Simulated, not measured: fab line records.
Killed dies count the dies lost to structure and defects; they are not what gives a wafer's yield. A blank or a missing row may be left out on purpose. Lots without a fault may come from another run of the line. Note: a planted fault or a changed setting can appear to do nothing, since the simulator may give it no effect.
Split-lot trial | flow n5 finfet | on a route of 1938 steps: 7 lots, 39 wafers read

ON THE SPLIT
At N5_BEOL_M14_ETCH_68 (etches SOC in N2/H2, time 450 s), the setting target depth a was moved away from the recipe's 9000 angstrom on 18 of the 39 wafers read, by -49.8% to +49.2%. All remaining wafers had this setting at the recipe value.

The reading comes from the split's own step.

THE READING
SiARC_of_BEOL_M14_COAT_66.thk nm (the simulator's own value, which no gauge read), in nm, at N5_BEOL_M14_ETCH_68 (etches SOC in N2/H2, time 450 s). The file does not state a usual value for it. Across the 21 wafers here that went through the recipe, the average is 65.6 nm and the standard deviation 0.6 nm.

wafer  | tool, chamber at the split | target depth a as run, angstrom | against the recipe | SiARC_of_BEOL_M14_COAT_66.thk nm, nm | against lot-mates on the recipe
L074.1 | rie diel-05, 3,2           | 7034                            | -21.8%             | 75.2                                 | +10.5
L074.2 | rie diel-05, 3,2           | 7034                            | -21.8%             | 75.2                                 | +10.5
L074.3 | rie diel-05, 0             | 9000                            | recipe             | 65.2                                 | -
L074.4 | rie diel-05, 1             | 7034                            | -21.8%             | 73.6                                 | +8.9
L074.5 | rie diel-05, 1             | 9000                            | recipe             | 63.8                                 | -
L074.6 | rie diel-05, 0             | 9000                            | recipe             | 65                                   | -
L082.1 | rie diel-04, 0             | 9000                            | recipe             | 65.4                                 | -
L082.2 | rie diel-04, 2,3           | 9000                            | recipe             | 65.6                                 | -
L082.4 | rie diel-04, 2,3           | 9000                            | recipe             | 65.6                                 | -
L085.1 | rie diel-02, 2             | 9000                            | recipe             | 66                                   | -
L085.2 | rie diel-02, 0             | 9000                            | recipe             | 66.2                                 | -
L085.3 | rie diel-02, 1             | 4634                            | -48.5%             | 86.6                                 | +20.9
L085.4 | rie diel-02, 1             | 9000                            | recipe             | 64.8                                 | -
L085.5 | rie diel-02, 0             | 4634                            | -48.5%             | 87.6                                 | +21.9
L085.6 | rie diel-02, 2             | 4634                            | -48.5%             | 87.8                                 | +22.1
L086.1 | rie diel-04, 0,2           | 4677                            | -48.0%             | 87.2                                 | +21.3
L086.6 | rie diel-04, 0,2           | 4677                            | -48.0%             | 87.2                                 | +21.3
L086.2 | rie diel-04, 2             | 9000                            | recipe             | 65.6                                 | -
L086.3 | rie diel-04, 1,3           | 9000                            | recipe             | 66                                   | -
L086.4 | rie diel-04, 1,3           | 9000                            | recipe             | 66                                   | -
L086.5 | rie diel-04, 1             | 4677                            | -48.0%             | 87.6                                 | +21.7
L087.1 | rie diel-02, 3             | 7399                            | -17.8%             | 75.2                                 | +9.1
L087.2 | rie diel-02, 2             | 9000                            | recipe             | 66.4                                 | -
L087.3 | rie diel-02, 0             | 9000                            | recipe             | 66.6                                 | -
L087.4 | rie diel-02, 1             | 7399                            | -17.8%             | 73.6                                 | +7.5
L087.5 | rie diel-02, 1             | 9000                            | recipe             | 65.4                                 | -
L087.6 | rie diel-02, 0             | 7399                            | -17.8%             | 74.6                                 | +8.5
L093.1 | rie diel-02, 0             | 9000                            | recipe             | 65.2                                 | -
L093.2 | rie diel-02, 1             | 13430                           | +49.2%             | 42.6                                 | -23.0
L093.3 | rie diel-02, 3             | 13430                           | +49.2%             | 43.8                                 | -21.8
L093.4 | rie diel-02, 2             | 9000                            | recipe             | 65.6                                 | -
L093.5 | rie diel-02, 3             | 9000                            | recipe             | 66                                   | -
L093.6 | rie diel-02, 2             | 13430                           | +49.2%             | 43.6                                 | -22.0
L096.1 | rie diel-02, 1             | 4518                            | -49.8%             | 87.4                                 | +21.9
L096.2 | rie diel-02, 3             | 9000                            | recipe             | 65.8                                 | -
L096.3 | rie diel-02, 2             | 4518                            | -49.8%             | 87.6                                 | +22.1
L096.4 | rie diel-02, 0             | 9000                            | recipe             | 65.2                                 | -
L096.5 | rie diel-02, 3             | 4518                            | -49.8%             | 87.8                                 | +22.3
L096.6 | rie diel-02, 0             | 9000                            | recipe             | 65.6                                 | -
When a row names more than one chamber, that row covers several wafers, and the file does not tell which wafer ran in which chamber.

THE FIT
A straight line over all 39 wafers: SiARC_of_BEOL_M14_COAT_66.thk nm changes by -0.449 nm for each +1% of target depth a; r = -1.00; the points scatter about the line by 0.67 nm.
The same after taking each lot's own level away (the mean of its wafers on the recipe; 39 wafers): -0.448 nm for each +1%; r = -1.00; scatter 0.51 nm.
The reading moves by 22 nm for the largest change in target depth a, on that fit.
Across the lots, their own levels run from 64.67 to 66.13 nm, a range of 2.5 times the standard deviation given above.
Hence the lot-to-lot level has little effect on the slope; both slopes agree.
Check: for one of the wafers moved furthest among these (-49.8%), held out of the fit, the line's prediction against its lot-mates is +22.4 nm. It came out at +21.9 nm against them.

THESE WAFERS: OTHER SPLITS
Before the reading, these wafers also passed through other splits. Each is held against what the fit with the lots' levels taken away leaves over:
other split on the same wafers           | wafers away from the commonest value | r with SiARC_of_BEOL_M14_COAT_66.thk nm (lot level and that fit taken away)
N5_PMOS_HMC_CHANNEL_EPI_DESCUM_14 time s | 15                                   | -0.05
N5_DUMMY_GATE_PECVD_30 time s            | 18                                   | -0.06
N5_SD_EPI_N_ETCH_45 target depth a       | 15                                   | +0.08
N5_HKMG_FIN_NWFM_ALD_20 ald cycles       | 15                                   | +0.20
N5_MOL_CONTACT_COAG_CVD_140 target thk a | 18                                   | +0.07
N5_BEOL_M4_DESCUM_16 time s              | 18                                   | -0.03
N5_BEOL_M9_ETCH_62 time s                | 12                                   | +0.32
N5_BEOL_M11_ETCH_66 time s               | 15                                   | -0.16

FILE'S OWN FIT
SiARC_of_BEOL_M14_COAT_66.thk nm changes by -0.448 nm for each +1% of target depth a, r = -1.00.
